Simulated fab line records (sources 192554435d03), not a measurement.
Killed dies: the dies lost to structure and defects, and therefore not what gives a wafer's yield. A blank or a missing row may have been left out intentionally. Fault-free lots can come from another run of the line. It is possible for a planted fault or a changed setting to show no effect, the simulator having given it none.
fab line records	flow n5Finfet
[record] lots = 7	wafers = 39
route steps=1938 shown BEOL_M14@1753
startH: hours from the record's first day to the start of the lot's first wafer shown	waitH: time in hours since the lot's previous step	" as in the row above	L1.1+2: a row that stands for several wafers	- no value, or no start given	* or withheld: withheld	< > ~ a bound
route shown NAME@n: a module of which the file shows steps, and the number in the route of the first	usual: average and standard deviation across the fault-free wafers	same: alike in all rows	chamber/n: place in a boat	sites: the reading at each site	_std_site: the standard deviation of these	_edge_site: outer sites' mean less inner sites'	radiusMm: how far each site lies from the wafer's centre	mask NAME#n: copy n	behind: the tool/chamber that last shaped the wafer	hold: cause of the lot's hold/its duration in hours/its outcome	device: which transistor (n, p or np) failed to switch	end of line: tests run on the same wafers once the route is complete	where a step has no rows: the recipe by itself	killed: dies that structure and defects cost at the first sort, which is not the same as the wafer's yield	map: the dies of a wafer, with x for killed, . for not killed, _ for no die there
set.NAME: setting as actually run; set.NAME@STEP: the setting as run at that earlier step	model.NAME: the simulator's own value behind a step, which no gauge read
lots where settings were altered on purpose, with a table for each step and a row for each wafer
[[steps]]
[step N5_BEOL_M14_TRENCH_ETCH_34]
[recipe] chemistry = C4F8/O2/Ar	target = SiO2	targetDepthA = 5566.5	maskMaterial = SOC	heInnerTorr = 15	heOuterTorr = 30	timeS = 126.9	ionEnergyEv = 800	pressureMtorr = 20	sourceW = 1905	biasW = 2040	Ar_flow_sccm = 400	C4F8_flow_sccm = 16	O2_flow_sccm = 12
lot.wafer	tool	chamber	startH	waitH	set.timeS	model.etch.depthNm
L076.1	rieDiel-05	1	251.71	0.0	161.4	678.5
L076.2	"	3	"	"	126.9	573.9
L076.3	"	2	"	"	161.4	702.9
L076.4	"	0	"	"	126.9	549.8
L076.5	"	1	"	"	126.9	537.4
L076.6	"	2	"	"	161.4	701.4
L083.1	rieDiel-04	1	287.94	0.0	61.11	248.1
L083.2	"	3	"	"	126.9	595
L083.3	"	0	"	"	126.9	599
L083.4	"	0	"	"	61.11	286.1
L083.5	"	3	"	"	126.9	591.9
L083.6	"	1	"	"	61.11	247.8
L084.1	rieDiel-03	1	295.36	0.0	156.5	697.6
L084.2	"	0	"	"	156.5	736.5
L084.3	"	3	"	"	156.5	684.3
L084.4	"	2	"	"	126.9	575.9
L084.5	"	2	"	"	126.9	575.4
L084.6	"	3	"	"	126.9	555.4
L085.2	rieDiel-03	1	304.79	0.0	126.9	569.6
L085.4	"	1	"	"	126.9	570.6
L085.5	"	2	"	"	126.9	570.5
L088.1	rieDiel-05	1	341.91	0.0	126.9	540.2
L088.2	"	2	"	"	189.3	826.7
L088.3	"	0	"	"	189.3	811.5
L088.4	"	3	"	"	126.9	568.5
L088.5	"	2	"	"	126.9	552
L088.6	"	3	"	"	189.3	850.1
L091.1	rieDiel-05	3	355.36	0.0	100.6	451.1
L091.2	"	1	"	"	100.6	428.8
L091.3	"	2	"	"	100.6	438.1
L091.4	"	0	"	"	126.9	543.5
L091.5	"	1	"	"	126.9	537.6
L091.6	"	2	"	"	126.9	554
L097.1	rieDiel-05	0	397.98	0.0	172	739.2
L097.2	"	3	"	"	172	777.6
L097.3	"	1	"	"	126.9	543.4
L097.4	"	3	"	"	126.9	566.2
L097.5	"	0	"	"	126.9	546.6
L097.6	"	1	"	"	172	735
[step N5_BEOL_M14_STRIP_70]
[recipe] chemistry = C4F8/O2/Ar	resist = SiARC	rfFrequencyHz = 6e+07
[step N5_BEOL_M14_OCD_MEAS_35]
[usual] trenchDepthNm = 566/21
lot.wafer	tool	chamber	startH	waitH	set.timeS@BEOL_M14_TRENCH_ETCH_34	trenchDepthNm
L076.1	ocd-02	-	251.87	0.0	161.4	679
L076.2	"	-	"	"	126.9	573
L076.3	"	-	"	"	161.4	703
L076.4	"	-	"	"	126.9	550
L076.5	"	-	"	"	126.9	538
L076.6	"	-	"	"	161.4	701
L083.1	ocd-02	-	288.09	0.0	61.11	248
L083.2	"	-	"	"	126.9	595
L083.3	"	-	"	"	126.9	599
L083.4	"	-	"	"	61.11	286
L083.5	"	-	"	"	126.9	592
L083.6	"	-	"	"	61.11	248
L084.1	ocd-02	-	295.52	0.0	156.5	698
L084.2	"	-	"	"	156.5	737
L084.3	"	-	"	"	156.5	684
L084.4	"	-	"	"	126.9	576
L084.5	"	-	"	"	126.9	575
L084.6	"	-	"	"	126.9	555
L085.2	ocd-01	-	304.95	0.0	126.9	570
L085.4	"	-	"	"	126.9	570
L085.5	"	-	"	"	126.9	570
L088.1	ocd-01	-	342.06	0.0	126.9	540
L088.2	"	-	"	"	189.3	827
L088.3	"	-	"	"	189.3	811
L088.4	"	-	"	"	126.9	568
L088.5	"	-	"	"	126.9	552
L088.6	"	-	"	"	189.3	851
L091.1	ocd-02	-	355.51	0.0	100.6	451
L091.2	"	-	"	"	100.6	428
L091.3	"	-	"	"	100.6	438
L091.4	"	-	"	"	126.9	543
L091.5	"	-	"	"	126.9	538
L091.6	"	-	"	"	126.9	554
L097.1	ocd-01	-	398.13	0.0	172	739
L097.2	"	-	"	"	172	778
L097.3	"	-	"	"	126.9	543
L097.4	"	-	"	"	126.9	567
L097.5	"	-	"	"	126.9	547
L097.6	"	-	"	"	172	735
[step N5_BEOL_M14_STRIP_37]
[recipe] chemistry = O2	powerW = 600	tempC = 60	pressureMtorr = 30	rfFrequencyHz = 6e+07	biasPowerW = 0	overashFraction = 0.3	o2FlowSccm = 225
[step N5_BEOL_M14_ETCH_38]
[recipe] chemistry = CF4/N2	target = SiCN	targetDepthA = 1065	taperDeg = 2	timeS = 120.6	ionEnergyEv = 150	maskMaterial = SiO2	pressureMtorr = 40	sourceW = 430	biasW = 70	Ar_flow_sccm = 100	cf4FlowSccm = 60	n2FlowSccm = 60
[step N5_BEOL_M14_ECD_47]
[recipe] material = Cu	targetThkA = 12480
[step N5_BEOL_M14_ANNEAL_48]
[recipe] tempC = 225	timeS = 90	ambient = N2
[step N5_BEOL_M14_CMP_49]
[recipe] stopOn = SiO2	tOverpolishS = 5.2	downForcePsi = 2	platenRpm = 80	clearingPlatenDownForcePsi = 2	clearingPlatenRpm = 80	postCmpClean = cuAlkaline	targetThkNm = 560	clearingPlatenPadVelocityMS = 1.5917	padVelocityMS = 1.5917
lot.wafer	tool	chamber	startH	waitH	set.timeS@BEOL_M14_TRENCH_ETCH_34	model.Cu_of_BEOL_M14_ECD_47.thkNm
L076.4	cmp-02	1	254.16	0.1	126.9	553.2
L076.2	"	2	"	"	126.9	576.6
L076.1	"	3	"	"	161.4	683.6
L076.3	"	0	"	"	161.4	707.2
L076.5	"	1	"	"	126.9	541.4
L076.6	"	2	"	"	161.4	705.2
L083.3	cmp-04	1	296.17	0.2	126.9	603
L083.2	"	2	"	"	126.9	598.6
L083.1	"	3	"	"	61.11	252.4
L083.4	"	0	"	"	61.11	289.6
L083.6	"	1	"	"	61.11	252.8
L083.5	"	2	"	"	126.9	595.2
L084.2	cmp-04	1	299.48	0.2	156.5	741
L084.1	"	2	"	"	156.5	699.6
L084.4+5	"	3,2	"	"	126.9	578.8
L084.3	"	0	"	"	156.5	687.6
L084.6	"	1	"	"	126.9	559.4
L085.4+2+5	cmp-02	2,0,2	306.94	0.2	126.9	573
L088.2	cmp-02	0	347.58	0.2	189.3	831.6
L088.3	"	1	"	"	189.3	813.6
L088.4	"	2	"	"	126.9	571.2
L088.1	"	3	"	"	126.9	547.6
L088.5	"	0	"	"	126.9	555.4
L088.6	"	1	"	"	189.3	851.8
L091.1	cmp-02	3	358.90	0.3	100.6	455.6
L091.3	"	0	"	"	100.6	441.6
L091.2	"	1	"	"	100.6	431.6
L091.4	"	2	"	"	126.9	545
L091.5	"	3	"	"	126.9	542.4
L091.6	"	0	"	"	126.9	557.4
L097.2	cmp-04	2	403.42	0.3	172	782
L097.3	"	3	"	"	126.9	547.4
L097.1	"	0	"	"	172	744.4
L097.4	"	1	"	"	126.9	571.4
L097.5	"	2	"	"	126.9	551.2
L097.6	"	3	"	"	172	739
[step N5_BEOL_M14_THK_MEAS_50]
[recipe] thkMeasGauge = xrf	reads = Cu_of_BEOL_M14_ECD_47
[usual] M14_THK = 569/22
lot.wafer	tool	chamber	startH	waitH	set.timeS@BEOL_M14_TRENCH_ETCH_34	M14_THK[nm]
L076.1	filmMetro-01	-	254.45	-	161.4	675
L076.2	"	-	"	"	126.9	571
L076.3	"	-	"	"	161.4	698
L076.4	"	-	"	"	126.9	549
L076.5	"	-	"	"	126.9	534
L076.6	"	-	"	"	161.4	701
L083.1	filmMetro-01	-	296.46	-	61.11	251
L083.2	"	-	"	"	126.9	595
L083.3	"	-	"	"	126.9	599
L083.4	"	-	"	"	61.11	287
L083.5	"	-	"	"	126.9	593
L083.6	"	-	"	"	61.11	252
L084.1	filmMetro-01	-	299.77	-	156.5	690
L084.2	"	-	"	"	156.5	732
L084.3	"	-	"	"	156.5	684
L084.4	"	-	"	"	126.9	574
L084.5	"	-	"	"	126.9	574
L084.6	"	-	"	"	126.9	555
L085.2	filmMetro-01	-	307.20	-	126.9	567
L085.4	"	-	"	"	126.9	569
L085.5	"	-	"	"	126.9	568
L088.1	filmMetro-02	-	347.87	-	126.9	539
L088.2	"	-	"	"	189.3	821
L088.3	"	-	"	"	189.3	809
L088.4	"	-	"	"	126.9	567
L088.5	"	-	"	"	126.9	550
L088.6	"	-	"	"	189.3	844
L091.1	filmMetro-01	-	359.20	-	100.6	456
L091.2	"	-	"	"	100.6	429
L091.3	"	-	"	"	100.6	439
L091.4	"	-	"	"	126.9	544
L091.5	"	-	"	"	126.9	542
L091.6	"	-	"	"	126.9	555
L097.1	filmMetro-01	-	403.72	-	172	745
L097.2	"	-	"	"	172	780
L097.3	"	-	"	"	126.9	546
L097.4	"	-	"	"	126.9	571
L097.5	"	-	"	"	126.9	550
L097.6	"	-	"	"	172	740
[step N5_BEOL_M14_PRE_CLEAN_52]
[recipe] gas = NH3	timeS = 15	tempC = withheld	rfPowerW = 300
[step N5_BEOL_M14_DEP_53]
[recipe] material = SiCN	targetThkA = 500	tempC = withheld	precursor = 3MS/NH3	pressureTorr = 3	rfW = 675	timeS = 17.8
[step N5_BEOL_M14_RS_MEAS_54]
[recipe] thkMeasGauge = four-point-probe	reads = Cu_of_BEOL_M14_ECD_47+Ta_of_BEOL_M14_SPUTTER_44+TaN_of_BEOL_M14_SPUTTER_43
[usual] M14_RS = 0.0327/0.0013
lot.wafer	tool	chamber	startH	waitH	set.timeS@BEOL_M14_TRENCH_ETCH_34	M14_RS[ohm/sq]
L076.1	filmMetro-01	-	254.58	0.0	161.4	0.0271
L076.2	"	-	"	"	126.9	0.0322
L076.3	"	-	"	"	161.4	0.0262
L076.4	"	-	"	"	126.9	0.0337
L076.5	"	-	"	"	126.9	0.0344
L076.6	"	-	"	"	161.4	0.0263
L083.1	filmMetro-01	-	296.59	0.0	61.11	0.0763
L083.2	"	-	"	"	126.9	0.0311
L083.3	"	-	"	"	126.9	0.0308
L083.4	"	-	"	"	61.11	0.0660
L083.5	"	-	"	"	126.9	0.0314
L083.6	"	-	"	"	61.11	0.0761
L084.1	filmMetro-01	-	299.90	0.0	156.5	0.0265
L084.2	"	-	"	"	156.5	0.0250
L084.3	"	-	"	"	156.5	0.0270
L084.4	"	-	"	"	126.9	0.0321
L084.5	"	-	"	"	126.9	0.0322
L084.6	"	-	"	"	126.9	0.0334
L085.2	filmMetro-01	-	307.32	0.1	126.9	0.0325
L085.4	"	-	"	"	126.9	0.0326
L085.5	"	-	"	"	126.9	0.0325
L088.1	filmMetro-02	-	348.00	0.0	126.9	0.0339
L088.2	"	-	"	"	189.3	0.0221
L088.3	"	-	"	"	189.3	0.0227
L088.4	"	-	"	"	126.9	0.0325
L088.5	"	-	"	"	126.9	0.0335
L088.6	"	-	"	"	189.3	0.0216
L091.1	filmMetro-01	-	359.36	0.1	100.6	0.0412
L091.2	"	-	"	"	100.6	0.0435
L091.3	"	-	"	"	100.6	0.0425
L091.4	"	-	"	"	126.9	0.0342
L091.5	"	-	"	"	126.9	0.0344
L091.6	"	-	"	"	126.9	0.0334
L097.1	filmMetro-01	-	403.88	0.1	172	0.0249
L097.2	"	-	"	"	172	0.0237
L097.3	"	-	"	"	126.9	0.0341
L097.4	"	-	"	"	126.9	0.0327
L097.5	"	-	"	"	126.9	0.0339
L097.6	"	-	"	"	172	0.0251
[[key]]
[split] step = N5_BEOL_M14_TRENCH_ETCH_34	setting = timeS	stated = 126.9	by = wafer
[response] step = N5_BEOL_M14_TRENCH_ETCH_34	reading = model.etch.depthNm	change = +5.84	per = 1%	r = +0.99
[response] step = N5_BEOL_M14_OCD_MEAS_35	reading = trenchDepthNm	change = +5.84	per = 1%	r = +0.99
[response] step = N5_BEOL_M14_CMP_49	reading = model.Cu_of_BEOL_M14_ECD_47.thkNm	change = +5.83	per = 1%	r = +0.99
[response] step = N5_BEOL_M14_THK_MEAS_50	reading = M14_THK	change = +5.8	per = 1%	r = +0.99
[response] step = N5_BEOL_M14_RS_MEAS_54	reading = M14_RS	shape = bent	atLowest = 0.0728	atStated = 0.0329	atHighest = 0.0222
